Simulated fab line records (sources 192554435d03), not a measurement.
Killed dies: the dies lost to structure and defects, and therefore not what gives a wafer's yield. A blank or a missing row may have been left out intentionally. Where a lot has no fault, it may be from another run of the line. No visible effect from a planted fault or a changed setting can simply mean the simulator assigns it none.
Chamber matching :: flow n5_finfet :: N5_BEOL_M0_SAQP_ETCH_107 on rie_diel-04: 4 sister chambers
The step etches SiNx in CH3F/O2, target depth 30 nm. 16 wafers are shown with their chamber, then 8 later ones without.

== WAFERS WITH THEIR CHAMBER ==
wafer: L074.1
chamber: 0
showerhead_plenum_p_Torr (Torr): 1.91
oes_f_703_au (a.u.): 0.77
throttle_valve_pct (%): 16.10

wafer: L074.2
chamber: 1
showerhead_plenum_p_Torr (Torr): 2.09
oes_f_703_au (a.u.): 0.70
throttle_valve_pct (%): 16.22

wafer: L074.3
chamber: 3
showerhead_plenum_p_Torr (Torr): 1.87
oes_f_703_au (a.u.): 0.81
throttle_valve_pct (%): 16.11

wafer: L075.1
chamber: 0
showerhead_plenum_p_Torr (Torr): 1.91
oes_f_703_au (a.u.): 0.77
throttle_valve_pct (%): 16.12

wafer: L075.4
chamber: 1
showerhead_plenum_p_Torr (Torr): 2.09
oes_f_703_au (a.u.): 0.70
throttle_valve_pct (%): 16.22

wafer: L075.6
chamber: 2
showerhead_plenum_p_Torr (Torr): 2.09
oes_f_703_au (a.u.): 0.66
throttle_valve_pct (%): 16.81

wafer: L076.3
chamber: 0
showerhead_plenum_p_Torr (Torr): 1.91
oes_f_703_au (a.u.): 0.77
throttle_valve_pct (%): 16.12

wafer: L076.4
chamber: 1
showerhead_plenum_p_Torr (Torr): 2.09
oes_f_703_au (a.u.): 0.70
throttle_valve_pct (%): 16.23

wafer: L076.5
chamber: 2
showerhead_plenum_p_Torr (Torr): 2.09
oes_f_703_au (a.u.): 0.66
throttle_valve_pct (%): 16.82

wafer: L077.4
chamber: 1
showerhead_plenum_p_Torr (Torr): 2.09
oes_f_703_au (a.u.): 0.70
throttle_valve_pct (%): 16.21

wafer: L077.5
chamber: 1
showerhead_plenum_p_Torr (Torr): 2.09
oes_f_703_au (a.u.): 0.70
throttle_valve_pct (%): 16.23

wafer: L077.6
chamber: 2
showerhead_plenum_p_Torr (Torr): 2.08
oes_f_703_au (a.u.): 0.66
throttle_valve_pct (%): 16.82

wafer: L078.2
chamber: 3
showerhead_plenum_p_Torr (Torr): 1.87
oes_f_703_au (a.u.): 0.81
throttle_valve_pct (%): 16.10

wafer: L078.4
chamber: 2
showerhead_plenum_p_Torr (Torr): 2.08
oes_f_703_au (a.u.): 0.66
throttle_valve_pct (%): 16.83

wafer: L078.5
chamber: 3
showerhead_plenum_p_Torr (Torr): 1.87
oes_f_703_au (a.u.): 0.82
throttle_valve_pct (%): 16.10

wafer: L079.1
chamber: 0
showerhead_plenum_p_Torr (Torr): 1.91
oes_f_703_au (a.u.): 0.77
throttle_valve_pct (%): 16.13

SIGNATURES (means of the wafers above)
reading: showerhead_plenum_p_Torr
chamber 0: 1.9100
chamber 1: 2.0900
chamber 2: 2.0850
chamber 3: 1.8700
scatter within a chamber: 0.00289

reading: oes_f_703_au
chamber 0: 0.7700
chamber 1: 0.7000
chamber 2: 0.6600
chamber 3: 0.8133
scatter within a chamber: 0.00236

reading: throttle_valve_pct
chamber 0: 16.1175
chamber 1: 16.2220
chamber 2: 16.8200
chamber 3: 16.1033
scatter within a chamber: 0.00923
Rule: a wafer's distance from a chamber is the root of the sum, over the readings, of the square of ((its reading less the chamber's mean) divided by the reading's scatter). The wafer belongs to the nearest chamber; if the next one is less than 2 further off, it can't be placed. The scatter: the root of (the sum of the squares of (reading less its chamber's mean) over the shown wafers, divided by (wafers less chambers)).

== WAFERS MISSING THEIR CHAMBER ==
wafer: L079.2
showerhead_plenum_p_Torr (Torr): 2.09
oes_f_703_au (a.u.): 0.70
throttle_valve_pct (%): 16.22

wafer: L079.3
showerhead_plenum_p_Torr (Torr): 2.08
oes_f_703_au (a.u.): 0.66
throttle_valve_pct (%): 16.83

wafer: L081.2
showerhead_plenum_p_Torr (Torr): 1.91
oes_f_703_au (a.u.): 0.76
throttle_valve_pct (%): 16.14

wafer: L081.3
showerhead_plenum_p_Torr (Torr): 1.86
oes_f_703_au (a.u.): 0.81
throttle_valve_pct (%): 16.11

wafer: L081.5
showerhead_plenum_p_Torr (Torr): 1.91
oes_f_703_au (a.u.): 0.77
throttle_valve_pct (%): 16.14

wafer: L085.1
showerhead_plenum_p_Torr (Torr): 2.08
oes_f_703_au (a.u.): 0.65
throttle_valve_pct (%): 16.85

wafer: L085.2
showerhead_plenum_p_Torr (Torr): 1.91
oes_f_703_au (a.u.): 0.76
throttle_valve_pct (%): 16.14

wafer: L085.3
showerhead_plenum_p_Torr (Torr): 1.86
oes_f_703_au (a.u.): 0.80
throttle_valve_pct (%): 16.12

== THE CHAMBER EACH PASSED THROUGH ==
wafer: L079.2
from the rows above: 1
in truth: 1

wafer: L079.3
from the rows above: 2
in truth: 2

wafer: L081.2
from the rows above: 0
in truth: 0

wafer: L081.3
from the rows above: 3
in truth: 3

wafer: L081.5
from the rows above: 0
in truth: 0

wafer: L085.1
from the rows above: 2
in truth: 2

wafer: L085.2
from the rows above: 0
in truth: 0

wafer: L085.3
from the rows above: 3
in truth: 3
8 of 8 placed correctly. Number that these rows cannot place: 0. Number placed wrongly: 0.
